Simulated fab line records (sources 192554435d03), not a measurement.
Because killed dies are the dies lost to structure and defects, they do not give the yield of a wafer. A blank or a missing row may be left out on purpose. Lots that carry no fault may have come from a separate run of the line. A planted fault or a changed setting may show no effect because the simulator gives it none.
Which tool did it? + flow n5Finfet + 9 lots, 27 wafers sampled, at 5 steps of a route of 1938

## WHAT EACH GAUGE READ, for each wafer
N5_BEOL_M3_THK_MEAS_01.
| lot  | measured     | on           | M3_ILD_THK (nm)   |
|------|--------------|--------------|-------------------|
| L526 | day 7 03:35  | filmMetro-02 | 78.6 77.9 80.8    |
| L528 | day 7 19:45  | filmMetro-02 | 79.0 79.7 80.8    |
| L529 | day 8 00:49  | filmMetro-02 | 78.2 78.5 78.0    |
| L535 | day 9 04:07  | filmMetro-02 | 78.2 79.7 79.9    |
| L537 | day 10 01:58 | filmMetro-02 | 78.4 79.3 80.0    |
| L539 | day 10 17:28 | filmMetro-01 | 128.2 129.3 130.4 |
| L541 | day 10 22:36 | filmMetro-02 | 78.1 129.2 128.3  |
| L546 | day 12 04:37 | filmMetro-01 | 78.8 78.3 79.7    |
| L548 | day 12 23:25 | filmMetro-02 | 79.3 78.7 80.3    |

## EACH LOT AND THE TOOL THAT RAN IT (in order: tool; ch and the chambers of the sampled wafers; start)
| lot  | N5_BEOL_M2_SPUTTER_86       | N5_BEOL_M2_SPUTTER_88       | N5_BEOL_M2_SPUTTER_90       | N5_BEOL_M3_ILD_DEP_00           |
|------|-----------------------------|-----------------------------|-----------------------------|---------------------------------|
| L526 | pvdSputter-02, day 7 01:14  | pvdSputter-02, day 7 01:27  | pvdSputter-02, day 7 01:40  | pecvd-01 ch 0,2, day 7 03:30    |
| L528 | pvdSputter-02, day 7 17:27  | pvdSputter-02, day 7 17:40  | pvdSputter-02, day 7 17:53  | pecvd-01 ch 0,1,2, day 7 19:41  |
| L529 | pvdSputter-01, day 7 22:31  | pvdSputter-01, day 7 22:44  | pvdSputter-01, day 7 22:58  | pecvd-02 ch 0,2, day 8 00:45    |
| L535 | pvdSputter-01, day 9 01:43  | pvdSputter-01, day 9 01:56  | pvdSputter-01, day 9 02:10  | pecvd-01 ch 0,1,2, day 9 04:02  |
| L537 | pvdSputter-01, day 9 23:40  | pvdSputter-01, day 9 23:53  | pvdSputter-01, day 10 00:06 | pecvd-01 ch 0,1,2, day 10 01:54 |
| L539 | pvdSputter-03, day 10 15:08 | pvdSputter-03, day 10 15:22 | pvdSputter-03, day 10 15:35 | pecvd-01 ch 0,1, day 10 17:24   |
| L541 | pvdSputter-01, day 10 20:20 | pvdSputter-01, day 10 20:33 | pvdSputter-01, day 10 20:46 | pecvd-01 ch 0,1,2, day 10 22:32 |
| L546 | pvdSputter-01, day 12 02:20 | pvdSputter-01, day 12 02:33 | pvdSputter-01, day 12 02:46 | pecvd-02 ch 0,1,2, day 12 04:32 |
| L548 | pvdSputter-03, day 12 20:42 | pvdSputter-03, day 12 20:55 | pvdSputter-03, day 12 21:08 | pecvd-02 ch 0,1, day 12 23:21   |
- N5_BEOL_M2_SPUTTER_86: material Cu, target thk 4.5 nm, time 8.29 s.
- N5_BEOL_M2_SPUTTER_88: material Cu, target thk 4.5 nm, time 8.29 s.
- N5_BEOL_M2_SPUTTER_90: material Cu, target thk 4.5 nm, time 8.29 s.
- N5_BEOL_M3_ILD_DEP_00: deposits SiOC from DEMS/O2, target thk 79 nm, time 15.3 s.

## THE ANSWER, worked out from the rows above alone
Rule: what is usual is taken from the lots themselves. The widest of any qualifying gaps counts: lots, ordered by their means at a reading, are off when they make up no more than a third of the lots, leave a main group of 4 or more, and stand apart from it by 3 or more times the standard deviation of that group's means. The tables above print the reading to a certain number of digits; a main group whose means all agree to those digits is not used. Also off: a lot with no number at a reading for which 4 or more lots have one. All remaining lots with rows at the step are treated as sound.
Off: at N5_BEOL_M3_THK_MEAS_01 (M3_ILD_THK), L539, L541. For the main group the mean is 79.1 nm and the standard deviation 0.46.
If a tool, at a process step before that reading, ran all the lots that are off and no sound lot after the first of them, it fits. The gauges at N5_BEOL_M3_THK_MEAS_01 are tried like those tools. One fits: N5_BEOL_M3_ILD_DEP_00 on pecvd-01. Its last sound lot is L537 (day 10 01:54), its first lot that is off L539 (day 10 17:24): a fault that began between those two fits.

## WHAT THE SIMULATOR HAD PUT IN
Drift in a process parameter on pecvd-01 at N5_BEOL_M3_ILD_DEP_00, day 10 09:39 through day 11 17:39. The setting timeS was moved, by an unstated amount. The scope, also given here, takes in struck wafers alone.
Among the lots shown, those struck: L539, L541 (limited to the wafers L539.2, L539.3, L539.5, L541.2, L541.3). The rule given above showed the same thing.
